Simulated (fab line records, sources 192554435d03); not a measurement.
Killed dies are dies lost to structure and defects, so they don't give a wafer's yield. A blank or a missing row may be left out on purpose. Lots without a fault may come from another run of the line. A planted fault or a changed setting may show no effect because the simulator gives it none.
One fault seen from 2 desks | flow n5_finfet | each desk has only its own numbers; what lay behind them comes last

THE TOOL OWNER'S DESK: litho_track-01
The tool's own readings at N5_BEOL_M11_COAT_63 (time 60 s, resist thk 100 nm): means of the sampled wafers that have a number, for each lot that ran on this tool. A lot is out of limits, marked OUT, if its mean lies more than 4 standard deviations from the usual mean; the brackets give that distance.
Columns: A = heater_power_total_W at N5_BEOL_M11_COAT_63, usual 500.4 W; B = plate_temp_C at N5_BEOL_M11_COAT_63, usual 249.99 C
lot  | first seen here | A               | B
L859 | day 11 13:20    | 499.6           | 249.99
L861 | day 12 08:50    | 499.6           | 249.90
L860 | day 12 08:57    | 499.2           | 249.82
L864 | day 13 02:04    | 499.6           | 250.16
L868 | day 14 01:05    | 501.9           | 250.01
L869 | day 14 10:20    | 498.9           | 250.14
L874 | day 15 21:08    | 447.0 (-30) OUT | 227.68 (-99 or more) OUT
L877 | day 16 11:00    | 444.9 (-31) OUT | 228.02 (-99 or more) OUT
This desk's finding: out of limits on L874, L877; first on L874, day 15 21:08 (heater_power_total_W at N5_BEOL_M11_COAT_63). In limits: L859, L861, L860, L864, L868, L869.

THE METROLOGY DESK
What the gauges read, lot by lot, whatever tool the lot ran on: means of the sampled wafers that have a number. A lot is out of limits, marked OUT, if its mean lies more than 4 standard deviations from the usual mean; the brackets give that distance.
Columns: A = M11_ILD_THK at N5_BEOL_M11_THK_MEAS_01, usual 268 nm; B = M11_OVL at N5_BEOL_M11_OVL_MEAS_12, usual -0.6 nm
lot  | first seen here | A   | B
L859 | day 11 10:47    | 269 | -1.3
L861 | day 12 01:17    | 268 | -1.3
L860 | day 12 01:28    | 270 | 0.2
L862 | day 12 02:26    | 271 | -0.5
L864 | day 12 23:19    | 269 | 0.5
L868 | day 13 21:14    | 266 | -0.4
L865 | day 13 23:03    | 267 | -0.3
L870 | day 14 06:19    | 268 | -0.8
L869 | day 14 08:35    | 268 | 0.3
L874 | day 15 18:01    | 272 | -1.5
L877 | day 16 09:31    | 268 | -0.8
This desk's finding: nothing out of limits on any of the 11 lots.

PUT TOGETHER
The tool owner's desk could have raised an alarm at day 15 21:08, on L874, L877.
The metrology desk saw nothing out of limits.
The metrology desk has L874, L877 on record, within its limits.
Of the lots named, all ran N5_BEOL_M11_COAT_63 on litho_track-01.

WHAT THE SIMULATOR HAD PUT IN
Process parameter drift: litho_track-01, from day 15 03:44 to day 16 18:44, at N5_BEOL_M11_COAT_63. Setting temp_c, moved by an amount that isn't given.
Lots struck among those shown: L874, L877.
Hours from the fault's start to each desk's first reading out of limits: the tool owner's desk, 17.
